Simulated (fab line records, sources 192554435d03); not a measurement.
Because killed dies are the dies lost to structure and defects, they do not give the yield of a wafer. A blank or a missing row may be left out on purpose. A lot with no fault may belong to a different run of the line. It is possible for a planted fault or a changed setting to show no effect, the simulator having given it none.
Chamber matching | flow n5_finfet | 3 sister chambers for N5_BEOL_M8_DEP_56 on pecvd-04
The step deposits SiCN from 3MS/NH3, target thk 10 nm, time 17.5 s. 16 wafers are shown with their chamber, then 8 later ones without.

== WAFERS, EACH WITH ITS CHAMBER ==
wafer  | chamber | showerhead_plenum_p_Torr (Torr) | throttle_valve_pct (%)
L074.2 | 2       | 3.655                           | 9.01
L074.3 | 1       | 3.664                           | 9.12
L074.4 | 0       | 3.675                           | 8.90
L077.1 | 2       | 3.665                           | 8.85
L077.4 | 0       | 3.675                           | 8.65
L077.6 | 2       | 3.657                           | 8.93
L085.1 | 1       | 3.679                           | 9.02
L085.3 | 0       | 3.676                           | 8.90
L085.5 | 2       | 3.665                           | 9.13
L087.1 | 0       | 3.664                           | 8.90
L087.3 | 2       | 3.659                           | 9.11
L087.4 | 1       | 3.664                           | 9.12
L088.1 | 0       | 3.669                           | 8.97
L088.4 | 1       | 3.671                           | 9.37
L088.5 | 0       | 3.673                           | 9.17
L091.2 | 2       | 3.649                           | 9.07

SIGNATURES (means of the wafers above)
reading                  | chamber 0 | chamber 1 | chamber 2 | scatter within a chamber
showerhead_plenum_p_Torr | 3.67200   | 3.66950   | 3.65833   | 0.00589
throttle_valve_pct       | 8.9150    | 9.1575    | 9.0167    | 0.143
Rule: a wafer's distance from a chamber is the root of the sum, over the readings, of the square of ((its reading less the chamber's mean) divided by the reading's scatter). The wafer belongs to the nearest chamber; if the next one is less than 2 further off, it can't be placed. The scatter: the root of (the sum of the squares of (reading less its chamber's mean) over the shown wafers, divided by (wafers less chambers)).

== WAFERS WHOSE CHAMBER IS MISSING ==
wafer  | showerhead_plenum_p_Torr (Torr) | throttle_valve_pct (%)
L091.3 | 3.679                           | 8.94
L091.6 | 3.650                           | 9.24
L089.3 | 3.670                           | 8.82
L089.5 | 3.674                           | 8.83
L089.6 | 3.660                           | 9.31
L094.1 | 3.663                           | 9.03
L094.2 | 3.660                           | 8.98
L094.4 | 3.674                           | 9.13

== WHICH CHAMBER EACH WENT THROUGH ==
wafer  | from the rows above          | in truth
L091.3 | can't be placed: 0 or 1      | 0
L091.6 | can't be placed: 2 or 1      | 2
L089.3 | can't be placed: 0 or 1 or 2 | 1
L089.5 | can't be placed: 0 or 1      | 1
L089.6 | can't be placed: 1 or 2 or 0 | 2
L094.1 | can't be placed: 2 or 1 or 0 | 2
L094.2 | can't be placed: 2 or 1 or 0 | 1
L094.4 | can't be placed: 1 or 0 or 2 | 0
Correct placement for 0 of the 8. Can't be placed from these rows: 8 (the true chamber is among the candidates in 8). Wrongly placed: 0.
